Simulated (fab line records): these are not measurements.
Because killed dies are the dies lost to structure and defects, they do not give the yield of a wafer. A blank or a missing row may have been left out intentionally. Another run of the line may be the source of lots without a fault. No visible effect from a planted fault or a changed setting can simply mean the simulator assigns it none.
Which tool was responsible? | flow n5 finfet | 11 lots with 31 wafers sampled at 5 steps, on a route of 1938 steps

## WHAT EACH GAUGE READ, for each wafer
N5_WELL_APT_INSPECT_10: inspects for defects (macro). Usual: raw defect count reads 2.0 (standard deviation 1.3).
lot  | measured    | on                | raw defect count | flag
L260 | day 2 01:53 | defect inspect-02 | 2 3 1            |
L262 | day 2 13:40 | defect inspect-01 | 4 3 1            |
L263 | day 2 19:44 | defect inspect-02 | 4 3 4            |
L264 | day 3 01:44 | defect inspect-01 | 1 5 2            |
L266 | day 3 13:47 | defect inspect-01 | 1 4 4            |
L267 | day 3 19:50 | defect inspect-02 | 3 1              |
L268 | day 4 01:39 | defect inspect-02 | 3 2 3            |
L269 | day 4 07:55 | defect inspect-01 | 2 3              |
L270 | day 4 13:52 | defect inspect-01 | 2 3 1            |
L271 | day 4 19:37 | defect inspect-01 | 1 4 3            |
L275 | day 5 19:52 | defect inspect-01 | 1 4 2            |

N5_WELL_APT_INSPECT_27: inspects for defects (macro). Usual: raw defect count reads 2.2 (standard deviation 1.3).
lot  | measured    | on                | raw defect count | flag
L260 | day 2 03:08 | defect inspect-01 | 2 3 4            |
L262 | day 2 14:54 | defect inspect-01 | 1 2 2            |
L263 | day 2 21:08 | defect inspect-01 | 1 4 2            |
L264 | day 3 02:59 | defect inspect-02 | 3 3 3            |
L266 | day 3 15:02 | defect inspect-01 | 1 3 2            |
L267 | day 3 20:58 | defect inspect-02 | 2 1              |
L268 | day 4 02:47 | defect inspect-02 | 1 1 3            |
L269 | day 4 09:11 | defect inspect-01 | 0 1              |
L270 | day 4 14:59 | defect inspect-01 | 2 1 5            |
L271 | day 4 20:52 | defect inspect-02 | 1 1 2            |
L275 | day 5 20:59 | defect inspect-01 | 1 4 1            |

N5_BEOL_M4_RC_MEAS_101. Usual: DIBL_N 37.0 mV/V, standard deviation 2.3; DIBL_P 37.3 mV/V, standard deviation 2.8; IOFF_N 0.17 nA/um, standard deviation 0.046; IOFF_P 0.23 nA/um, standard deviation 0.054; ION_N 675 uA/um, standard deviation 14; ION_P 460 uA/um, standard deviation 9.3; SS_N 71.7 mV/dec, standard deviation 0.73; SS_P 73.6 mV/dec, standard deviation 0.95; VT_N 249 mV, standard deviation 3.9; VT_P -250 mV, standard deviation 3.9.
lot  | measured     | on        | DIBL_N (mV/V)  | DIBL_P (mV/V)  | IOFF_N (nA/um) | IOFF_P (nA/um) | ION_N (uA/um) | ION_P (uA/um) | SS_N (mV/dec)  | SS_P (mV/dec)  | VT_N (mV)   | VT_P (mV)      | flag
L260 | day 8 05:23  | prober-02 | 39.7 36.8 33.8 | 40.0 37.0 34.2 | 0.23 0.16 0.13 | 0.29 0.21 0.18 | 673 670 662   | 460 462 458   | 72.5 71.8 71.0 | 74.6 74.2 72.5 | 247 250 250 | -249 -252 -252 |
L262 | day 9 01:54  | prober-01 | 36.7 36.7 36.5 | 38.7 36.8 38.3 | 0.17 0.16 0.16 | 0.26 0.21 0.25 | 681 671 679   | 475 459 473   | 70.8 71.5 71.2 | 74.1 72.5 73.6 | 248 251 251 | -247 -251 -247 |
L263 | day 9 09:13  | prober-01 | 36.5 34.8 40.1 | 38.2 36.0 43.2 | 0.19 0.14 0.28 | 0.25 0.21 0.37 | 691 653 701   | 469 455 483   | 72.1 71.9 72.7 | 73.1 71.4 74.5 | 246 251 242 | -247 -248 -242 |
L264 | day 9 08:11  | prober-02 | 35.3 38.5 39.3 | 36.6 39.5 40.8 | 0.15 0.22 0.23 | 0.19 0.25 0.27 | 670 703 706   | 458 474 471   | 71.4 72.1 72.3 | 73.1 73.8 74.8 | 253 245 248 | -255 -251 -249 |
L266 | day 10 05:55 | prober-01 | 38.9 37.5 38.8 | 41.4 38.2 40.7 | 0.20 0.16 0.21 | 0.29 0.23 0.28 | 679 682 691   | 467 470 474   | 71.3 72.1 72.2 | 74.8 74.1 74.7 | 248 249 248 | -246 -250 -246 |
L267 | day 10 06:52 | prober-02 | 35.7 41.2      | 35.0 42.4      | 0.15 0.27      | 0.23 0.37      | 677 700       | 468 473       | 71.5 73.1      | 73.0 74.4      | 250 244     | -246 -243      |
L268 | day 10 09:41 | prober-01 | 34.9 34.1 34.6 | 32.9 32.0 33.9 | 0.14 0.11 0.12 | 0.19 0.18 0.20 | 681 654 669   | 474 455 466   | 71.4 71.5 71.9 | 73.1 72.2 72.5 | 250 257 254 | -248 -250 -250 |
L269 | day 10 19:25 | prober-01 | 37.4 37.1      | 35.9 36.5      | 0.17 0.15      | 0.19 0.20      | 670 650       | 458 450       | 71.4 71.0      | 73.9 72.9      | 247 252     | -251 -251      |
L270 | day 11 08:12 | prober-02 | 32.2 39.6 37.6 | 32.4 41.7 38.2 | 0.11 0.26 0.19 | 0.18 0.34 0.26 | 655 701 678   | 460 478 465   | 70.1 71.5 72.0 | 72.2 75.0 73.4 | 256 240 247 | -253 -244 -245 |
L271 | day 11 10:53 | prober-02 | 36.1 33.9 37.1 | 38.2 34.1 38.5 | 0.19 0.14 0.23 | 0.28 0.21 0.30 | 668 673 694   | 459 458 469   | 71.0 70.5 71.8 | 74.4 72.7 74.5 | 243 251 241 | -245 -250 -245 |
L275 | day 12 22:21 | prober-02 | 33.5 36.2 37.3 | 30.7 35.0 35.0 | 0.10 0.14 0.16 | 0.13 0.18 0.18 | 640 664 666   | 440 452 448   | 71.0 71.2 72.1 | 72.3 73.1 73.3 | 257 250 250 | -258 -254 -253 |

## WHICH TOOL RAN EACH LOT (tool, then ch and the chambers of the sampled wafers, then the start)
lot  | N5_WELL_APT_COAT_02              | N5_WELL_APT_EPI_41
L260 | litho track-05 ch 0, day 2 01:27 | epi rpcvd-02 ch 0, day 2 04:51
L262 | litho track-05 ch 0, day 2 13:20 | epi rpcvd-02 ch 0, day 2 15:59
L263 | litho track-01 ch 0, day 2 19:25 | epi rpcvd-04 ch 0, day 2 22:57
L264 | litho track-05 ch 0, day 3 01:25 | epi rpcvd-02 ch 0, day 3 04:01
L266 | litho track-05 ch 0, day 3 13:28 | epi rpcvd-02 ch 0, day 3 16:10
L267 | litho track-03 ch 0, day 3 19:23 | epi rpcvd-03 ch 0, day 3 22:38
L268 | litho track-01 ch 0, day 4 01:20 | epi rpcvd-02 ch 0, day 4 04:05
L269 | litho track-01 ch 0, day 4 07:35 | epi rpcvd-04 ch 0, day 4 10:45
L270 | litho track-01 ch 0, day 4 13:25 | epi rpcvd-02 ch 0, day 4 17:02
L271 | litho track-03 ch 0, day 4 19:17 | epi rpcvd-04 ch 0, day 4 22:13
L275 | litho track-01 ch 0, day 5 19:25 | epi rpcvd-04 ch 0, day 5 22:16
- N5_WELL_APT_COAT_02: resist thk 950 nm.
- N5_WELL_APT_EPI_41: deposits Si from SiH4/H2, target thk 50 nm, time 297.7 s.

## AS READ BY THE TOOLS THEMSELVES (means over the sampled wafers that have a number; for cases with no such wafer, the mark the record gives instead)
N5_WELL_APT_COAT_02. Usual: spin speed rpm reads 1357.0 rpm (standard deviation 1.1).
lot  | tool           | spin speed rpm (rpm) | flag
L260 | litho track-05 | 1358.3               |
L262 | litho track-05 | 1357.2               |
L263 | litho track-01 | 1357.1               |
L264 | litho track-05 | 1356.9               |
L266 | litho track-05 | 1356.7               |
L267 | litho track-03 | 1357.0               |
L268 | litho track-01 | 1356.0               |
L269 | litho track-01 | 1356.0               |
L270 | litho track-01 | 1443.2               | OFF
L271 | litho track-03 | 1357.2               |
L275 | litho track-01 | 1441.9               | OFF

N5_WELL_APT_EPI_41. Usual: susceptor_temp_C_max 651.7, standard deviation 0.39; throttle valve pct 10.68 %, standard deviation 0.2.
lot  | tool         | susceptor_temp_C_max | throttle valve pct (%) | flag
L260 | epi rpcvd-02 | 651.7                | 10.52                  |
L262 | epi rpcvd-02 | 651.4                | 10.51                  |
L263 | epi rpcvd-04 | 651.5                | 10.85                  |
L264 | epi rpcvd-02 | 651.7                | 10.60                  |
L266 | epi rpcvd-02 | 651.9                | 10.42                  |
L267 | epi rpcvd-03 | 651.3                | 10.86                  |
L268 | epi rpcvd-02 | 651.5                | 10.56                  |
L269 | epi rpcvd-04 | 651.2                | 10.91                  |
L270 | epi rpcvd-02 | 651.7                | 10.47                  |
L271 | epi rpcvd-04 | 651.4                | 10.85                  |
L275 | epi rpcvd-04 | 651.5                | 10.78                  |

## THE ANSWER, worked out from the rows above alone
Rule: a lot counts as off when the mean over its wafers that have a number is more than 3 standard deviations away from the usual mean. Also off: a lot with no number at a reading for which 4 or more lots have one. All remaining lots with rows at the step are treated as sound. Order of review: gauges by route order, followed by the tools' own readings, for which a lot's mean as printed above is used. At the first step where some lot is off, the reading lying furthest off is the one used; lots without a number count as furthest.
Off, at N5_WELL_APT_COAT_02 on spin speed rpm: L270, L275.
If a tool, at that step or one of the process steps before it, ran each lot that is off and ran no sound lot following the first of them, it fits. One candidate fits, namely litho track-01 at N5_WELL_APT_COAT_02. Its last sound lot is L269 (day 4 07:35), its first lot that is off L270 (day 4 13:25): a fault that began between those two fits.
The tool's own readings at N5_WELL_APT_COAT_02 bear it out: on the lots that are off they differ by more than 5 times the standard deviation of the sound lots' means. spin speed rpm reads 1442.6 rpm there against 1356.9 rpm on the sound lots.

## WHAT HAD BEEN PUT IN BY THE SIMULATOR
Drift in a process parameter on litho track-01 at N5_WELL_APT_COAT_02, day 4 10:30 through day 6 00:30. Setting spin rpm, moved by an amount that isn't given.
Struck lots among those shown: L270, L275. The same result came from the rule above.
